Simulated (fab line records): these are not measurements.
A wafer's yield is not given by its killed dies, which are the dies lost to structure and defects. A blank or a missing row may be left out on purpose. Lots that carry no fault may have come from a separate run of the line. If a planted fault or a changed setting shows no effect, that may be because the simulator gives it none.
Commonality check across tools	flow nand-harc	Sample size 12 lots and 36 wafers

WHY THIS WAS OPENED
Flagged at NHARC_P_GATE_CD_MEAS_46: reading cd-nm, on 1 of 12 lots. Wafers without a fault read 720.0 nm, standard deviation 2.3.
Rule: flag the lot when none of its wafers has a number, or when each of its wafers that has one lies beyond 4 standard deviations from that mean. All remaining lots are regarded as sound.

lot	measured	on	cd-nm (nm), wafer by wafer	flag
L165	day 5 03:27	cd-sem-03	719.9 718.6 720.1	
L167	day 5 18:55	cd-sem-01	724.2 718.9 720.8	
L169	day 6 02:41	cd-sem-03	719.9 720.4 717.8	
L170	day 6 19:37	cd-sem-02	721.0 724.1 718.7	
L171	day 6 21:43	cd-sem-02	720.3 718.4 719.4	
L174	day 7 13:49	cd-sem-03	722.6 720.3 716.9	
L175	day 7 23:46	cd-sem-03	701.8 697.2 700.5	FLAGGED
L177	day 8 12:34	cd-sem-01	721.6 717.4 724.2	
L184	day 9 19:19	cd-sem-02	722.6 725.6 724.8	
L186	day 10 08:08	cd-sem-02	724.1 721.2 722.8	
L188	day 10 21:54	cd-sem-02	722.7 720.1 720.0	
L187	day 10 23:58	cd-sem-03	720.2 721.6 717.9	
Average over the flagged lots: 699.8 nm; offset from the usual -20.2 nm, equal to -9 standard deviations.

EACH LOT AND THE TOOL IT RAN ON
2 process steps preceding the reading are held in the record, out of 1159 steps in the route. In each cell: the tool, then ch and the chambers that the sampled wafers went through, then the start.
lot	flag	NHARC_P_STI_ETCH_15	NHARC_P_GATE_EXPOSE_43
L165		rie-si-06 ch 0,1,2, day 2 14:06	krf-scanner-01 ch 0, day 5 03:17
L167		rie-si-01 ch 0,1, day 3 02:33	krf-scanner-01 ch 0, day 5 18:46
L169		rie-si-03 ch 0,2,3, day 3 11:38	krf-scanner-02 ch 0, day 6 02:32
L170		rie-si-03 ch 1,2,3, day 3 18:26	krf-scanner-02 ch 0, day 6 19:27
L171		rie-si-06 ch 1,2, day 3 23:32	krf-scanner-01 ch 0, day 6 21:34
L174		rie-si-03 ch 0,2,3, day 4 19:17	krf-scanner-04 ch 0, day 7 13:39
L175	FLAGGED	rie-si-01 ch 0,1, day 4 23:18	krf-scanner-04 ch 0, day 7 23:37
L177		rie-si-06 ch 0,1,2, day 5 08:19	krf-scanner-04 ch 0, day 8 12:25
L184		rie-si-06 ch 1,2, day 7 06:00	krf-scanner-04 ch 0, day 9 19:09
L186		rie-si-01 ch 0,1, day 7 14:08	krf-scanner-01 ch 0, day 10 07:58
L188		rie-si-06 ch 2,3, day 8 01:50	krf-scanner-04 ch 0, day 10 21:44
L187		rie-si-01 ch 1,2, day 8 01:53	krf-scanner-02 ch 0, day 10 23:49
These steps, and what they do:
- NHARC_P_STI_ETCH_15: etches the open film in HBr/Cl2, target depth 300 nm, time 100.1 s.
- NHARC_P_GATE_EXPOSE_43: exposes mask P NSD, target cd 720 nm.
- NHARC_P_GATE_CD_MEAS_46: target cd 720 nm.

FLAGGED OVER TOTAL, TOOL BY TOOL (the gauges that took the reading come last)
step	tool	lots run	flagged	share of the flagged lots	sound lots run after its first flagged lot
NHARC_P_STI_ETCH_15	rie-si-01	4	1	all	2 (L186,L187)
NHARC_P_STI_ETCH_15	rie-si-03	3	0	none	-
NHARC_P_STI_ETCH_15	rie-si-06	5	0	none	-
NHARC_P_GATE_EXPOSE_43	krf-scanner-01	4	0	none	-
NHARC_P_GATE_EXPOSE_43	krf-scanner-02	3	0	none	-
NHARC_P_GATE_EXPOSE_43	krf-scanner-04	5	1	all	3 (L177,L184,L188)
NHARC_P_GATE_CD_MEAS_46	cd-sem-01	2	0	none	-
NHARC_P_GATE_CD_MEAS_46	cd-sem-02	5	0	none	-
NHARC_P_GATE_CD_MEAS_46	cd-sem-03	5	1	all	1 (L187)

THE TABLE: WHAT IT ALLOWS
Rows of the table that ran every flagged lot, 3 in all: rie-si-01 at NHARC_P_STI_ETCH_15, krf-scanner-04 at NHARC_P_GATE_EXPOSE_43, cd-sem-03 at NHARC_P_GATE_CD_MEAS_46.
- rie-si-01 at NHARC_P_STI_ETCH_15: 1 of its 4 lots flagged. Sound lots ran on it after the first flagged one (L186, L187), which a lasting fault on the whole tool wouldn't allow.
- krf-scanner-04 at NHARC_P_GATE_EXPOSE_43: 1 of its 5 lots flagged. Sound lots ran on it after the first flagged one (L177, L184, L188), which a lasting fault on the whole tool wouldn't allow.
- cd-sem-03 at NHARC_P_GATE_CD_MEAS_46: 1 of its 5 lots flagged. Sound lots ran on it after the first flagged one (L187), which a lasting fault on the whole tool wouldn't allow.
Every row of the table either missed a flagged lot or ran a sound lot after the first.

WHAT HAD BEEN PUT IN BY THE SIMULATOR
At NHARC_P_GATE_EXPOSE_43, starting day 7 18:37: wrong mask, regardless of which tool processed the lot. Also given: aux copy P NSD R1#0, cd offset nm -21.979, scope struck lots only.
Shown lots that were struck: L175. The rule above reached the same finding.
